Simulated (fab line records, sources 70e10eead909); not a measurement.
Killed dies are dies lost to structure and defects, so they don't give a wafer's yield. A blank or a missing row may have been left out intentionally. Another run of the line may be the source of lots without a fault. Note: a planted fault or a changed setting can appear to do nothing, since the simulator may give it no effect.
2 desks, one fault    flow nand_harc    each desk holds nothing but its own numbers, with what lay behind them at the end

== TOOL OWNER'S DESK, pecvd-02 ==
The tool's own readings at NHARC_A_SGD_CUT_DEP_00 (deposits SiNx, target thk 50 nm): means of the sampled wafers that have a number, for each lot that ran on this tool. Marked OUT: a lot whose mean sits more than 4 standard deviations from the usual mean, which makes it out of limits; the brackets give that distance.
Columns: A = heater_power_w at NHARC_A_SGD_CUT_DEP_00, usual 685 W
lot   first seen here  A
L701  day 13 14:35     651
L704  day 14 10:47     726
L706  day 14 21:17     665
L707  day 15 12:19     632
L712  day 16 12:35     670
L710  day 16 13:23     593
This desk's finding: nothing out of limits on any of the 6 lots.

== THE METROLOGY DESK ==
What the gauges read for every lot (on any tool): the sampled wafers with a number, averaged. Marked OUT: a lot whose mean sits more than 4 standard deviations from the usual mean, which makes it out of limits; the brackets give that distance.
Columns: A = cd_nm at NHARC_THIN_TSV_CD_MEAS_33, usual 5000.3 nm
lot   first seen here  A
L701  day 19 15:57     5001.7
L703  day 19 22:35     4999.6
L704  day 19 23:42     5000.4
L702  day 20 04:47     4999.0
L706  day 20 13:31     5001.0
L705  day 20 22:52     5001.1
L707  day 21 10:31     5001.9
L710  day 21 19:42     5004.0
L712  day 21 20:48     5002.1
L718  day 23 04:46     4997.5
L719  day 23 10:13     4999.4
L720  day 23 18:10     5000.1
L722  day 24 12:23     5000.4
L724  day 24 13:31     4999.2
This desk's finding: nothing out of limits on any of the 14 lots.

== TAKEN TOGETHER ==
The tool owner's desk saw nothing out of limits.
Metrology desk: nothing out of limits seen.

== WHAT THE SIMULATOR HAD INSERTED ==
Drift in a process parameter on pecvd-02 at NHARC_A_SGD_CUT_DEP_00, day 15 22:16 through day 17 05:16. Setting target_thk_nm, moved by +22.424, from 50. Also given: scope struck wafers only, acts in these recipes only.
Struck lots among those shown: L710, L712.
